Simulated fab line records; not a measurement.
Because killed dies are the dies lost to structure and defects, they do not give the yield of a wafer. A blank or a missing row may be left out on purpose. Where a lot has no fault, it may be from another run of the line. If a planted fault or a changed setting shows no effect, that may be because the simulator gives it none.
Which tool is to blame? ; flow n5-finfet ; 36 wafers from 12 lots sampled at 2 of the route's 1938 steps

== WHAT THE GAUGES READ, wafer by wafer ==
N5_BEOL_M10_CD_MEAS_35: target cd 70 nm.
lot;measured;on;cd-nm (nm)
L075;day 10 19:36;cd-sem-03;69.4 69.1 69.3
L076;day 10 22:53;cd-sem-01;70.3 69.6 69.2
L078;day 11 02:25;cd-sem-02;69.4 70.0 68.8
L082;day 12 02:46;cd-sem-01;69.1 69.7 69.6
L083;day 12 11:01;cd-sem-03;69.0 69.2 69.4
L086;day 13 06:42;cd-sem-03;69.6 69.7 70.3
L088;day 13 15:26;cd-sem-03;69.6 69.9 70.1
L089;day 13 21:43;cd-sem-03;70.2 70.2 70.6
L090;day 14 05:54;cd-sem-03;69.4 70.6 70.0
L092;day 15 03:18;cd-sem-02;69.8 70.0 70.2
L095;day 15 16:31;cd-sem-03;70.4 71.1 70.5
L097;day 16 03:34;cd-sem-01;70.1 69.7 70.1

== WHICH TOOL RAN EACH LOT (tool, then ch and the chambers of the sampled wafers, then the start) ==
lot;N5_BEOL_M10_ETCH_65
L075;rie-diel-05 ch 1,2, day 10 18:59
L076;rie-diel-06 ch 0,1,2, day 10 22:16
L078;rie-diel-06 ch 0,2, day 11 01:48
L082;rie-diel-05 ch 0,3, day 12 02:09
L083;rie-diel-04 ch 1,3, day 12 10:25
L086;rie-diel-04 ch 0,1,2, day 13 06:05
L088;rie-diel-05 ch 1,2, day 13 14:48
L089;rie-diel-05 ch 0,3, day 13 21:05
L090;rie-diel-06 ch 0,1,3, day 14 05:17
L092;rie-diel-04 ch 1,2,3, day 15 02:41
L095;rie-diel-06 ch 0,1,2, day 15 15:55
L097;rie-diel-05 ch 0,2, day 16 02:56
- N5_BEOL_M10_ETCH_65: etches SiARC in CF4, target depth 39 nm, time 65 s.

== THE ANSWER, worked out from the rows above alone ==
Rule: the usual values come from the lots themselves. Put in order of their means at a reading, lots are off if they are a third of the lots or fewer, leave a main group of 4 or more, and stand apart from it by a gap of 3 or more times the standard deviation of the main group's means; of several such gaps the widest counts. A main group is skipped when, at the precision printed for the reading in the tables above, its means are all equal. Also off: a lot with no number at a reading for which 4 or more lots have one. Any other lot the step has rows for is counted as sound.
Across all readings shown, no lot is off: no conclusion can be drawn from this.

== WHAT THE SIMULATOR HAD INSERTED ==
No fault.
